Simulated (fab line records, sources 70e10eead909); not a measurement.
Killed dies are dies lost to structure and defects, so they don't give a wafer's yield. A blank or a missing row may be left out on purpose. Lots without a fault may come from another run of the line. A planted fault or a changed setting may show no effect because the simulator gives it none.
Chamber matching | flow nand_harc | NHARC_P_BONDPAD_CMP_19 on cmp-02: 4 sister chambers
The step polishes, t overpolish 30 s, cu recess touch 16 s, target thk 160.81 nm. 4 wafers are shown with their chamber, then 7 later ones without.

WAFERS WITH THEIR CHAMBER
wafer  | chamber | motor_current_A (A)
L174.5 | 3       | 11.3
L175.6 | 1       | 10.3
L179.3 | 2       | 12.6
L179.5 | 0       | 9.9

WAFERS WITHOUT THEIR CHAMBER
wafer  | motor_current_A (A)
L179.6 | 10.2
L180.1 | 11.6
L180.2 | 9.5
L180.5 | 12.6
L184.1 | 11.7
L184.2 | 10.5
L184.5 | 11.0

WHICH CHAMBER EACH WENT THROUGH
wafer  | from the rows above     | in truth
L179.6 | can't be placed: 1 or 0 | 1
L180.1 | 3                       | 3
L180.2 | can't be placed: 0 or 1 | 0
L180.5 | 2                       | 2
L184.1 | can't be placed: 3 or 2 | 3
L184.2 | can't be placed: 1 or 0 | 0
L184.5 | can't be placed: 3 or 1 | 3
Placed correctly: 2 of 7. Can't be placed from these rows: 5 (the true chamber is among the candidates in 5). Placed wrongly: 0.
How it was worked out, from the rows above alone: a wafer's distance from a chamber is the root of the sum, over the readings, of the square of ((its reading less the chamber's mean) divided by the reading's scatter). The wafer belongs to the nearest chamber; if the next one is less than 2 further off, it can't be placed. A chamber's mean is the mean of its shown wafers. The scatter: with one shown wafer a chamber, the root of the mean of the squares of how far each hidden wafer lies from its nearest shown one.
